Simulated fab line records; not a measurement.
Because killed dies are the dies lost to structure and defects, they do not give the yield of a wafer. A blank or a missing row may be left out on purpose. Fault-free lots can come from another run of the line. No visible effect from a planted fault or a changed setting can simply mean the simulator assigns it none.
Chamber matching    flow n5Finfet    pecvd-01 running N5_BEOL_M5_PECVD_70: 3 sister chambers
The step deposits SiO2 from TEOS/O2, target thk 16 nm, time 18 s. 6 wafers are shown with their chamber, then 12 later ones without.

WAFERS WITH THEIR CHAMBER
wafer   chamber  showerheadPlenumPTorr (Torr)  throttleValvePct (%)
L086.3  1        8.72                          23.2
L086.6  1        8.72                          23.3
L088.2  0        8.85                          22.7
L090.1  2        8.73                          22.1
L090.4  2        8.77                          22.4
L090.5  0        8.88                          23.0

WAFERS WITH NO CHAMBER GIVEN
wafer   showerheadPlenumPTorr (Torr)  throttleValvePct (%)
L089.2  8.87                          22.7
L089.3  8.75                          22.2
L089.4  8.75                          22.4
L094.1  8.86                          23.1
L094.2  8.70                          22.9
L094.5  8.70                          23.1
L095.2  8.74                          22.1
L095.3  8.87                          22.7
L095.4  8.76                          22.4
L096.2  8.85                          23.0
L096.3  8.74                          22.6
L096.4  8.72                          23.1

WHICH CHAMBER EACH ONE RAN IN
wafer   from the rows above      in truth
L089.2  0                        0
L089.3  2                        2
L089.4  2                        2
L094.1  0                        0
L094.2  1                        1
L094.5  1                        1
L095.2  2                        2
L095.3  0                        0
L095.4  2                        2
L096.2  0                        0
L096.3  can't be placed: 2 or 1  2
L096.4  1                        1
Correct placement for 11 of the 12. These rows do not allow placing 1 (true chamber among the candidates in 1). Number placed wrongly: 0.
How it was worked out, from the rows above alone: a wafer's distance from a chamber is the root of the sum, over the readings, of the square of ((its reading less the chamber's mean) divided by the reading's scatter). If the next closest chamber is less than 2 further off than the closest, the wafer can't be placed; otherwise it belongs to the closest. A chamber's mean is the mean of its shown wafers. The scatter is the square root of a quotient: the sum, over the shown wafers, of each reading's squared deviation from its chamber's mean, divided by wafers minus chambers.
